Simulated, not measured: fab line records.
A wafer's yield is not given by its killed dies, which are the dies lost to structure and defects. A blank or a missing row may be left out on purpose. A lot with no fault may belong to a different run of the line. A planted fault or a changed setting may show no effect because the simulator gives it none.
A lot that was struck, set against a sound lot ; flow n5-finfet ; 36 steps out of a route of 1938
Sound: wafers L837.1, L837.2, L837.5. Wafers L855.4, L855.5 were the ones struck. The cause is given at the end.
Each step with rows lists, per side, the tool, then ch with its chambers, then its first start. Under that, the readings that differ: sound wafers ; struck wafers ; difference of the means ; sigmas: that difference in standard deviations of wafers without a fault.
alike: a reading whose means differ by less than 2 such deviations, as well as words and numbers matching on both sides. not compared: withheld readings; readings where some wafer has no value; bounds like >300 that might hide an equal value; numbers whose values overlap and for which the record gives no deviation.
A row with sigmas, a row that says differs or no value, or rows on one side alone: a step with any of these is where the two part. Numbers that don't overlap but have no deviation are shown without sigmas and don't part them. A reading that every wafer of one side lacks parts them only if that side has two wafers or more.

first, 9 steps without rows for these wafers: N5_BEOL_M4_ANNEAL_95 (time 240 s); N5_BEOL_M4_SPUTTER_96 (material Cu, target thk 4.5 nm, time 8.29 s); N5_BEOL_M4_ECD_50 (material Cu, target thk 300 nm); N5_BEOL_M4_ANNEAL_51 (time 90 s); N5_BEOL_M4_CMP_52 (polishes, stops on SiOC, t overpolish 6.8 s, target thk 40 nm); N5_BEOL_M4_PRE_CLEAN_60 (time 15 s); N5_BEOL_M4_CO_CAP_55 (material Co, precursor CCTBA/H2, target thk 2 nm, time 102.1 s); N5_BEOL_M4_PRE_CLEAN_56 (time 15 s); N5_BEOL_M4_DEP_57 (deposits SiCN from 3MS/NH3, target thk 8 nm, time 14 s).
N5_BEOL_M4_RC_MEAS_101:
  sound on prober-01 ch 0, day 8 11:41; struck on prober-01 ch 0, day 12 19:50
  alike: DIBL_N, DIBL_P, IOFF_N, IOFF_P, ION_N, ION_P, SS_N, SS_P, VT_N, VT_P
then, 24 steps without rows for these wafers: N5_BEOL_M5_ILD_DEP_00 (deposits SiCOH lowk from DEMS/porogen, target thk 140.64 nm, time 25.9 s); N5_BEOL_M5_CURE_79 (cures SiCOH lowk, time 240 s); N5_BEOL_M5_PECVD_70 (deposits SiO2 from TEOS/O2, target thk 16 nm, time 18 s); N5_BEOL_M5_HM_DEP_02 (deposits TiN, target thk 20 nm); N5_BEOL_M5_COAT_59 (time 60 s, resist thk 60 nm); N5_BEOL_M5_COAT_60 (time 60 s, resist thk 12 nm); N5_BEOL_M5_COAT_71 (time 60 s, resist thk 5 nm); N5_BEOL_M5_COAT_05 (resist thk 30 nm); N5_BEOL_M5_EBR_07; N5_BEOL_M5_SOFTBAKE_06 (time 60 s); N5_BEOL_M5_EXPOSE_08 (exposes mask M5, target cd 28 nm); N5_BEOL_M5_PEB_09 (peb time 60 s); N5_BEOL_M5_DEVELOP_10 (develop time 30 s); N5_BEOL_M5_DESCUM_16 (chemistry O2, time 7 s); N5_BEOL_M5_ETCH_72 (etches underlayer in N2/H2, target depth 6.5 nm, time 5.2 s); N5_BEOL_M5_ETCH_61 (etches SiARC in CF4, target depth 15.6 nm, time 26 s); N5_BEOL_M5_ETCH_62 (etches SOC in N2/H2, target depth 75 nm, overetch 15 nm, time 112.5 s); N5_BEOL_M5_STRIP_63 (strips in N2/H2); N5_BEOL_M5_STRIP_73 (strips in N2/H2); N5_BEOL_M5_STRIP_64 (strips in CF4); N5_BEOL_M5_HM_OPEN_17 (chemistry Cl2/BCl3, target TiN, target depth 20 nm, overetch 6 nm); N5_BEOL_M5_STRIP_19 (strips in O2); N5_BEOL_M5_COAT_65 (time 60 s, resist thk 60 nm); N5_BEOL_M5_COAT_66 (time 60 s, resist thk 12 nm).
-- a jump in the record: the struck wafers' starts before and after are 2 days apart (it breaks off in module BEOL_M5 and resumes in module BEOL_M11, where the first step shown is number 1575 of the route) --
N5_BEOL_M11_VIA_ETCH_34: etches SiCOH lowk in C4F6/O2, target depth 184.5 nm, time 69.2 s.
  sound on rie-diel-03 ch 0,1, day 10 19:44; struck on rie-diel-03 ch 0,1, day 15 06:09
reading;sound;struck;difference;sigmas
model.etch.depth-nm (nm);181.6 181.7 183.4;138.7 136.9;-44.4;
model.SOC_of_BEOL_M11_COAT_63.thk-nm (nm);92 92.2 92.2;93.8 93.6;+1.6;
  alike: chamber-pressure-mTorr, drypump-motor-current-A, oes-product-au, rf-vpp-V, showerhead-plenum-p-Torr, throttle-valve-pct
  not compared: rf-hours-counter-h
N5_PASSIVATION_PROBE_49:
  only the struck wafers here have rows in the record (prober-02, day 17 02:52); the sound ones have none

== WHERE THEY PART ==
N5_PASSIVATION_PROBE_49 only, going by this record.

WHY: what had been put in by the simulator
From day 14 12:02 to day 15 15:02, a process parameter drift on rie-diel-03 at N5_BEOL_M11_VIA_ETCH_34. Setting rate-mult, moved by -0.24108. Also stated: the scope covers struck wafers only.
